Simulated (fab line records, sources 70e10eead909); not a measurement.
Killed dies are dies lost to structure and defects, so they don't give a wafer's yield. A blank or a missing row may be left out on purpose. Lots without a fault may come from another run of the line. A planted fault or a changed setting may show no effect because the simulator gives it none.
fab line records | flow nand_harc
record lots=5 wafers=15 last_day=33
route steps=1302 shown A_CONTACT@1006 END@1302
lots that met no fault: from a run of the same line without faults
start_h: hours from the record's first day to the start of the lot's first wafer shown | wait_h: hours since the lot's step before | " the same as in the row above | L1.1+2: a row that stands for several wafers | - no value, or no start given | * or withheld: withheld | < > ~ a bound
route shown NAME@n: a module of which the file shows steps, and the number in the route of the first | usual: mean/standard deviation of fault-free wafers | same: alike in all rows | chamber/n: place in a boat | sites: the reading at each site | _std_site: their standard deviation | _edge_site: outer sites' mean less inner sites' | radius_mm: how far each site lies from the wafer's centre | mask NAME#n: copy n | behind: the tool/chamber that last shaped the wafer | hold: why the lot was held/for how many hours/how that ended | device: the transistor (n, p or np) that didn't switch | end of line: the same wafers' tests at the end of the route | a step without rows: its recipe alone | killed: dies lost to structure and defects at the first sort, not the wafer's yield | map: a wafer's dies, x killed, . not, _ none there
set.NAME: the setting as run; set.NAME@STEP: as run at that earlier step | model.NAME: the simulator's own value behind a step, which no gauge read
lots at some steps of the route; a table a step, a row a wafer
services: from which hour (start_h, from the record's first day; less than 0 if before it) a tool's chamber was out of use, for how many hours, and why
## steps
# step NHARC_A_CONTACT_ETCH_112
# recipe source_w=withheld pressure_mtorr=20 bias_v=3000 time_s=190 target_depth_a=18500 ar_flow_sccm=withheld c4f8_flow_sccm=withheld o2_flow_sccm=withheld chemistry=C4F8/O2/Ar
# step NHARC_A_CONTACT_ETCH_113
# recipe source_w=withheld pressure_mtorr=20 bias_v=3000 time_s=190 target_depth_a=18500 ar_flow_sccm=withheld c4f8_flow_sccm=withheld o2_flow_sccm=withheld chemistry=C4F8/O2/Ar
# step NHARC_A_CONTACT_ETCH_114
# recipe source_w=withheld pressure_mtorr=20 bias_v=3000 time_s=190 target_depth_a=18500 ar_flow_sccm=withheld c4f8_flow_sccm=withheld o2_flow_sccm=withheld chemistry=C4F8/O2/Ar
# columns lot.wafer tool chamber start_h wait_h rf_hours_counter_h
L336.2 har_cap_etch-03 1 556.35 0.1 51
L336.4 " 0 " " -
L336.6 " 0 " " -
L337.4 har_cap_etch-01 1 576.96 0.1 -
L337.6 " 0 " " -
L337.5 " 1 " " -
L346.1 har_cap_etch-01 1 667.25 0.1 28
L346.6 " 0 " " -
L346.5 " 1 " " -
L348.2 har_cap_etch-01 1 690.01 0.1 32
L348.6 " 1 " " -
L348.5 " 0 " " -
L349.2 har_cap_etch-02 1 711.28 0.2 118
L349.4 " 1 " " -
L349.5 " 1 " " -
# step NHARC_A_CONTACT_ETCH_115
# recipe source_w=withheld pressure_mtorr=20 bias_v=3000 time_s=190 target_depth_a=18500 ar_flow_sccm=withheld c4f8_flow_sccm=withheld o2_flow_sccm=withheld chemistry=C4F8/O2/Ar
# step NHARC_A_CONTACT_ETCH_116
# recipe source_w=withheld pressure_mtorr=20 bias_v=3000 time_s=190 target_depth_a=18500 ar_flow_sccm=withheld c4f8_flow_sccm=withheld o2_flow_sccm=withheld chemistry=C4F8/O2/Ar
# step NHARC_A_CONTACT_ETCH_117
# recipe source_w=withheld pressure_mtorr=20 bias_v=3000 time_s=190 target_depth_a=18500 ar_flow_sccm=withheld c4f8_flow_sccm=withheld o2_flow_sccm=withheld chemistry=C4F8/O2/Ar
# step NHARC_A_CONTACT_ETCH_118
# recipe source_w=withheld pressure_mtorr=20 bias_v=3000 time_s=190 target_depth_a=18500 ar_flow_sccm=withheld c4f8_flow_sccm=withheld o2_flow_sccm=withheld chemistry=C4F8/O2/Ar
# step NHARC_A_CONTACT_ETCH_119
# recipe source_w=withheld pressure_mtorr=20 bias_v=3000 time_s=190 target_depth_a=18500 ar_flow_sccm=withheld c4f8_flow_sccm=withheld o2_flow_sccm=withheld chemistry=C4F8/O2/Ar
# step NHARC_A_CONTACT_ETCH_120
# recipe source_w=withheld pressure_mtorr=20 bias_v=3000 time_s=190 target_depth_a=18500 ar_flow_sccm=withheld c4f8_flow_sccm=withheld o2_flow_sccm=withheld chemistry=C4F8/O2/Ar
# columns lot.wafer tool chamber start_h wait_h rf_hours_counter_h
L336.2 har_cap_etch-03 1 557.38 0.1 52
L336.4 " 0 " " -
L336.6 " 0 " " -
L337.4 har_cap_etch-01 1 577.99 0.1 -
L337.6 " 0 " " -
L337.5 " 1 " " -
L346.1 har_cap_etch-01 1 668.27 0.1 29
L346.6 " 0 " " -
L346.5 " 1 " " -
L348.2 har_cap_etch-01 1 691.04 0.1 33
L348.6 " 1 " " -
L348.5 " 0 " " -
L349.2 har_cap_etch-02 1 712.65 0.2 119
L349.4 " 1 " " -
L349.5 " 1 " " -
# step NHARC_A_CONTACT_ETCH_121
# recipe source_w=withheld pressure_mtorr=20 bias_v=3000 time_s=190 target_depth_a=18500 ar_flow_sccm=withheld c4f8_flow_sccm=withheld o2_flow_sccm=withheld chemistry=C4F8/O2/Ar
# step NHARC_A_CONTACT_ETCH_122
# recipe source_w=withheld pressure_mtorr=20 bias_v=3000 time_s=190 target_depth_a=18500 ar_flow_sccm=withheld c4f8_flow_sccm=withheld o2_flow_sccm=withheld chemistry=C4F8/O2/Ar
# columns lot.wafer tool chamber start_h wait_h rf_hours_counter_h
L336.2 har_cap_etch-03 1 557.72 0.1 53
L336.4 " 0 " " -
L336.6 " 0 " " -
L337.4 har_cap_etch-01 1 578.33 0.1 -
L337.6 " 0 " " -
L337.5 " 1 " " -
L346.1 har_cap_etch-01 1 668.61 0.1 30
L346.6 " 0 " " -
L346.5 " 1 " " -
L348.2 har_cap_etch-01 1 691.38 0.1 34
L348.6 " 1 " " -
L348.5 " 0 " " -
L349.2 har_cap_etch-02 1 713.10 0.2 119
L349.4 " 1 " " -
L349.5 " 1 " " -
# step NHARC_A_CONTACT_ETCH_123
# recipe source_w=withheld pressure_mtorr=20 bias_v=400 time_s=490 target_depth_a=21100 ar_flow_sccm=withheld c4f8_flow_sccm=11.5 o2_flow_sccm=7.2 chemistry=C4F8/O2/Ar
# columns lot.wafer tool chamber start_h wait_h rf_hours_counter_h
L336.2 har_cap_etch-03 1 557.89 0.1 53
L336.4 " 0 " " -
L336.6 " 0 " " -
L337.4 har_cap_etch-01 1 578.69 0.3 -
L337.6 " 0 " " -
L337.5 " 1 " " -
L346.1 har_cap_etch-01 1 668.84 0.2 30
L346.6 " 0 " " -
L346.5 " 1 " " -
L348.2 har_cap_etch-01 1 691.55 0.1 34
L348.6 " 1 " " -
L348.5 " 0 " " -
L349.2 har_cap_etch-02 1 713.33 0.2 119
L349.4 " 1 " " -
L349.5 " 1 " " -
# step NHARC_A_CONTACT_ETCH_90
# recipe target_depth_a=400 over_etch_frac=0.5 time_s=85.7 ion_energy_ev=120 ch3f_flow_sccm=50 o2_flow_sccm=30 ar_flow_sccm=200 rf_w=500 bias_w=100 chemistry=CH3F/O2
# usual drypump_motor_current_A=5.7/0.5 oes_product_au=0.95/0.035 rf_vpp_V=245.2/2.1 showerhead_plenum_p_Torr=2.52/0.14 throttle_valve_pct=20.664/0.0089
# columns lot.wafer tool chamber start_h wait_h drypump_motor_current_A oes_product_au rf_hours_counter_h rf_vpp_V showerhead_plenum_p_Torr throttle_valve_pct
L336.2 rie_diel-11 2 558.88 0.9 5.1 1.01 17 247.3 2.64 20.666
L336.4 " 0 " " 6.3 1.02 18 242.7 2.33 20.645
L336.6 " 1 " " 5.5 1.00 - 246.6 2.65 20.666
L337.4 rie_diel-04 3 579.45 0.7 5.5 0.92 11 243.7 2.38 20.657
L337.6 " 0 " " 5.7 0.93 - 246.0 2.59 20.665
L337.5 " 1 " " 5.0 0.93 - 245.1 2.66 20.661
L346.1 rie_diel-11 3 669.75 0.8 5.6 0.98 8 247.1 2.65 20.661
L346.5 " 2 " " 5.1 0.99 - 248.4 2.63 20.649
L346.6 " 0 " " 6.3 0.71 - 242.7 2.32 20.661
L348.2 rie_diel-01 1 692.57 0.9 5.9 0.93 41 242.0 2.33 20.673
L348.6 " 2 " " 5.8 0.92 - 245.1 2.49 20.663
L348.5 " 3 " " 6.8 0.93 - 246.0 2.62 20.656
L349.2 rie_diel-01 1 714.50 1.1 5.8 0.92 48 241.3 2.33 20.659
L349.4 " 0 " " 5.4 0.93 55 241.0 2.35 20.665
L349.5 " 2 " " 5.8 0.92 - 244.8 2.48 20.651
# step NHARC_A_CONTACT_ETCH_96
# recipe target_depth_a=200 over_etch_frac=0.5 time_s=10 ion_energy_ev=250 c4f6_flow_sccm=25 o2_flow_sccm=20 ar_flow_sccm=500 rf_w=600 bias_w=500 chemistry=C4F6/O2
# usual drypump_motor_current_A=5.7/0.46 oes_product_au=0.964/0.026 rf_vpp_V=548/4.5 showerhead_plenum_p_Torr=3.98/0.22 throttle_valve_pct=26.903/0.0094
# columns lot.wafer tool chamber start_h wait_h drypump_motor_current_A oes_product_au rf_hours_counter_h rf_vpp_V showerhead_plenum_p_Torr throttle_valve_pct
L336.2 rie_diel-11 0 - - 6.3 0.989 18 543 3.73 26.906
L336.4 " 1 " " 5.6 0.993 17 553 4.22 26.904
L336.6 " 0 " " 6.3 1.007 - 543 3.73 26.903
L337.4 rie_diel-04 1 - - 5.0 0.951 13 552 4.22 26.902
L337.6 " 1 " " 5.0 0.953 - 554 4.22 26.905
L337.5 " 2 " " 5.4 0.936 - 540 3.67 26.895
L346.1 rie_diel-11 3 669.90 0.1 5.6 0.997 8 551 4.20 26.915
L346.6 " 2 " " 5.1 0.990 - 552 4.19 26.910
L346.5 " 0 " " 6.3 0.995 - 543 3.72 26.913
L348.2 rie_diel-01 0 - - 5.4 0.936 48 544 3.76 26.891
L348.6 " 0 " " 5.4 0.935 - 544 3.76 26.911
L348.5 " 1 " " 5.9 0.933 - 542 3.73 26.890
L349.2 rie_diel-01 1 - - 5.8 0.975 48 542 3.72 26.913
L349.4 " 3 " " 6.8 0.951 56 551 4.16 26.903
L349.5 " 1 " " 5.8 0.966 - 542 3.72 26.888
# step NHARC_END_SORT_01
# recipe temp_c=25
# usual killed_at_array=61/23 killed_at_other=1.3/1.4 killed_at_periphery=4.0/2.6 killed_dies=66/22 killed_open=3.4/1.8 killed_short=2.3/1.4
# same gross_dies=677
# columns lot.wafer tool chamber start_h wait_h hold killed_at_array killed_at_other killed_at_periphery killed_dies killed_open killed_short
L336.2 prober-01 0 629.27 2.8 - 103 6 2 111 2 3
L336.4 prober-01 0 630.88 3.4 - 112 0 2 114 6 4
L336.6 prober-01 0 632.49 4.0 - 89 4 1 94 6 2
L337.4 prober-01 0 643.01 3.4 - 115 0 2 117 4 3
L337.5 prober-01 0 643.81 3.7 - 101 1 2 104 5 3
L337.6 prober-01 0 644.60 4.0 - 106 3 3 112 2 3
L346.1 prober-02 0 732.76 2.5 await_dispo/3.7h/release 48 0 7 55 0 3
L346.5 prober-02 0 735.97 3.7 await_dispo/3.7h/release 48 0 5 53 4 2
L346.6 prober-02 0 736.77 4.0 await_dispo/3.7h/release 332 0 5 337 5 3
L348.2 prober-01 0 762.73 2.8 - 52 2 3 57 1 2
L348.5 prober-01 0 765.15 3.7 - 41 2 8 51 1 0
L348.6 prober-01 0 765.96 4.0 - 44 2 3 49 5 2
L349.2 prober-02 0 781.44 2.8 - 64 2 7 73 7 1
L349.4 prober-02 0 783.05 3.4 - 59 1 2 62 2 1
L349.5 prober-02 0 783.86 3.7 - 65 2 3 70 4 1
# killed by level:class
L336.2 A_SLIT:chamber_film_flake=34 A_CHANNEL_HOLE_D2:chamber_film_flake=31 A_CHANNEL_HOLE_D1:chamber_film_flake=30 THIN_TSV:chamber_film_flake=6 A_CONTACT:chamber_film_flake=4 P_CONTACT:geometric_particle:short=1 A_CHANNEL_FILL_D1:geometric_particle:short=1 A_CHANNEL_FILL_D1:geometric_particle:open=1
L336.4 A_CHANNEL_HOLE_D2:chamber_film_flake=31 A_CHANNEL_HOLE_D1:chamber_film_flake=30 A_SLIT:chamber_film_flake=29 A_CONTACT:chamber_film_flake=8 A_ONON_D2:geometric_particle:short=2 A_WL_FILL:chamber_film_flake=2 P_M0:geometric_particle:open=1 A_ONON_D1:geometric_particle:open=1
L336.6 A_SLIT:chamber_film_flake=26 A_CHANNEL_HOLE_D1:chamber_film_flake=25 A_CHANNEL_HOLE_D2:chamber_film_flake=24 A_CONTACT:chamber_film_flake=4 A_WL_FILL:chamber_film_flake=3 THIN_TSV:chamber_film_flake=3 A_ONON_D1:geometric_particle:open=1 A_ONON_D1:geometric_particle:short=1
L337.4 A_CHANNEL_HOLE_D2:chamber_film_flake=35 A_CHANNEL_HOLE_D1:chamber_film_flake=34 A_SLIT:chamber_film_flake=33 A_STAIRCASE:chamber_film_flake=4 P_STI:chamber_film_flake=2 A_ONON_D1:geometric_particle:open=1 A_CHANNEL_FILL_D1:geometric_particle:open=1 A_DECK1_JOINT:geometric_particle:open=1
L337.5 A_CHANNEL_HOLE_D2:chamber_film_flake=33 A_CHANNEL_HOLE_D1:chamber_film_flake=31 A_SLIT:chamber_film_flake=26 A_STAIRCASE:chamber_film_flake=3 A_BLC:geometric_particle:open=2 P_GATE:geometric_particle:short=1 P_M0:geometric_particle:short=1 A_ONON_D1:geometric_particle:short=1
L337.6 A_SLIT:chamber_film_flake=39 A_CHANNEL_HOLE_D1:chamber_film_flake=30 A_CHANNEL_HOLE_D2:chamber_film_flake=30 A_STAIRCASE:chamber_film_flake=2 A_ONON_D1:geometric_particle:short=1 A_DECK1_JOINT:geometric_particle:short=1 A_CONTACT:geometric_particle:open=1 STARTING-WAFER:geometric_particle:open=1
L346.1 A_CHANNEL_HOLE_D2:chamber_film_flake=18 A_CHANNEL_HOLE_D1:chamber_film_flake=10 P_GATE:chamber_film_flake=6 A_STAIRCASE:chamber_film_flake=6 A_SLIT:chamber_film_flake=4 A_CONTACT:chamber_film_flake=3 A_CHANNEL_FILL_D2:chamber_film_flake=2 A_WL_FILL:chamber_film_flake=2
L346.5 A_CHANNEL_HOLE_D2:chamber_film_flake=24 A_STAIRCASE:chamber_film_flake=9 A_CHANNEL_HOLE_D1:chamber_film_flake=6 A_CONTACT:chamber_film_flake=3 P_STI:geometric_particle:open=1 P_GATE:geometric_particle:short=1 A_CHANNEL_HOLE_D1:geometric_particle:open=1 A_WL_FILL:geometric_particle:short=1
L346.6 A_CONTACT:area_etch=283 A_CHANNEL_HOLE_D2:chamber_film_flake=27 A_CHANNEL_HOLE_D1:chamber_film_flake=7 A_STAIRCASE:chamber_film_flake=3 A_CONTACT:chamber_film_flake=3 A_SLIT:chamber_film_flake=2 P_GATE:geometric_particle:open=1 P_CONTACT:geometric_particle:open=1
L348.2 A_CHANNEL_HOLE_D1:chamber_film_flake=31 A_SLIT:chamber_film_flake=9 A_STAIRCASE:chamber_film_flake=3 P_GATE:chamber_film_flake=2 A_DECK1_JOINT:chamber_film_flake=2 A_CONTACT:chamber_film_flake=2 THIN_TSV:chamber_film_flake=2 A_CHANNEL_HOLE_D1:geometric_particle:short=1
L348.5 A_CHANNEL_HOLE_D1:chamber_film_flake=30 A_SLIT:chamber_film_flake=4 P_GATE:chamber_film_flake=3 P_ZERO_WELL:chamber_film_flake=2 P_BONDPAD:chamber_film_flake=2 A_DECK1_JOINT:chamber_film_flake=2 A_STAIRCASE:chamber_film_flake=2 THIN_TSV:chamber_film_flake=2
L348.6 A_CHANNEL_HOLE_D1:chamber_film_flake=29 A_CONTACT:chamber_film_flake=3 A_CHANNEL_FILL_D1:geometric_particle:open=2 A_ZERO_WELL:chamber_film_flake=2 A_STAIRCASE:chamber_film_flake=2 A_SLIT:chamber_film_flake=2 P_CONTACT:geometric_particle:open=1 A_DECK1_JOINT:geometric_particle:short=1
L349.2 A_SLIT:chamber_film_flake=38 A_CHANNEL_HOLE_D1:chamber_film_flake=10 A_CONTACT:chamber_film_flake=6 P_GATE:chamber_film_flake=3 A_STAIRCASE:chamber_film_flake=3 P_GATE:geometric_particle:open=2 A_CHANNEL_FILL_D1:chamber_film_flake=2 THIN_TSV:chamber_film_flake=2
L349.4 A_SLIT:chamber_film_flake=27 A_CHANNEL_HOLE_D1:chamber_film_flake=14 A_STAIRCASE:chamber_film_flake=10 A_CONTACT:chamber_film_flake=6 P_M0:geometric_particle:open=1 A_STAIRCASE:geometric_particle:short=1 A_CONTACT:geometric_particle:open=1 P_CONTACT:chamber_film_flake=1
L349.5 A_SLIT:chamber_film_flake=26 A_CHANNEL_HOLE_D1:chamber_film_flake=14 A_STAIRCASE:chamber_film_flake=8 A_CONTACT:chamber_film_flake=7 P_STI:chamber_film_flake=2 A_CHANNEL_FILL_D1:chamber_film_flake=2 A_DECK1_JOINT:chamber_film_flake=2 P_M0:geometric_particle:open=1
# map L346.6 (x killed, . not)
____________.____________
_________....x.x_________
_______..xxx......_______
______x.xx.x.x.x...______
_____x.x.xxx.x..xxx._____
____xx.xx...xxx..x...____
____....xx.xxxxx....x____
___...x..xxxxxxx.x.xx.___
___x..xxx.xxxxxxxx....___
__.....xx...x.xx.....x.__
__.x..x...x.xxxx.x.x...__
_...x...x.x..xxx..xxx..._
_.x.....xx.xxxx.x...xx.._
_xx.x.x.x.xxxxxxx.x..x.._
_.xx..x..xxxxx......x..._
_xx.x.x..xxx..xx..xx...._
xxxx..xxx.xxx.x........x.
.xxx.xx.xx.xx.xx.x..x.x..
.x.xxxxxxx.xxx..x.x.x...x
....x.xxx..xxxxx.x.......
x.xxx..x.xxx.xxx...x.x...
_x.x.x.x..xx.xxxx.x.x..._
_..xx.xxx.xxxx.xx.xx...._
_....xxxxxxx....xxx....._
_...x..x.xx.x..x.....x.._
_.x..xx.xxx...xxxx..x..._
__.xxxxx.xxx.xxxxxxx...__
__x.xx..x.xxxxx.x.x..xx__
___xxx.xx.xxx.x.x...xx___
___x.xx.x..xx....xx.xx___
____x...xx.x..xxx.xx.____
____..xxxxx.xxxx..x..____
_____x.xxxxxx.xxxx.x_____
______xx...x....x..______
_______xxx...xxx.._______
_________..x.x.._________
____________.____________
# map L336.4 (x killed, . not)
____________.____________
_________.....x._________
_______...x......._______
______....x..x.....______
_____.......x.xx...._____
____.......xxxx.x....____
____........xxxxxxx..____
___.......xxxxx.......___
___...x..x.xx.........___
__........xxxx.........__
__..........x...x......__
_......................._
_x.................x...._
_.........x.x....x......_
_......................._
_......................._
.........................
.......................x.
.............x...........
....x................x...
.xxxx.x..........xxx.....
_x..xxx...........x....._
_..x.x.................._
_xxxx.x.........x......._
_.xxxxx..x.........x..x._
_.xxxx.......x.........._
__.x.x.x...x...........__
__..x..................__
___.x.........xx......___
___........xx.xx......___
____........x.xx.....____
____........xxxxxx...____
_____....x...xxxx..._____
______......x..xx..______
_______.....xxxx.._______
_________...x.xx_________
____________x____________
## services
# columns tool chamber start_h hours kind
rie_diel-04 - 533.00 9.0 pm
rie_diel-01 0 537.06 - clean
rie_diel-01 1 537.06 - clean
rie_diel-01 2 537.06 - clean
rie_diel-01 3 537.06 - clean
rie_diel-11 0 539.68 - clean
rie_diel-11 1 539.68 - clean
rie_diel-11 2 539.68 - clean
rie_diel-11 3 539.68 - clean
rie_diel-01 0 557.93 9.0 vent_cycle
rie_diel-01 1 557.93 9.0 vent_cycle
rie_diel-11 0 564.18 - clean
rie_diel-11 1 564.18 - clean
rie_diel-11 2 564.18 - clean
rie_diel-11 3 564.18 - clean
rie_diel-01 0 566.93 - clean
rie_diel-01 1 566.93 - clean
rie_diel-01 2 566.93 - clean
rie_diel-01 3 566.93 - clean
rie_diel-01 1 598.73 6.5 repair
rie_diel-11 - 609.50 9.0 pm
rie_diel-01 3 640.82 3.7 repair
rie_diel-11 1 656.67 20.0 repair
rie_diel-04 - 710.00 9.0 pm
## key
first_sign step=NHARC_A_CONTACT_ETCH_90 reading=oes_product_au direction=down sigmas=6.9 usual=0.95 struck=0.71
effect step=NHARC_END_SORT_01 reading=killed_dies direction=up sigmas=12 usual=66 struck=337
more_kills_born_at NHARC_A_CONTACT_ETCH_90@rie_diel-11=283
met_at NHARC_A_CONTACT_ETCH_90
struck_wafers L346.6
tester_left_out L346
onset_between 558.88 669.75
fault kind=process_parameter_drift tool=rie_diel-11 chamber=0 onset_h=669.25 steps=NHARC_A_CONTACT_ETCH_90 channel=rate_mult offset=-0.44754 shape=step end_h=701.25
# tester_left_out: of these lots the tester's yield and bins aren't shown, on N5 and GAA mostly nor the transistor test; their killed dies are dies lost to structure and defects alone, not to doping, threshold or leakage, so they don't give the yield
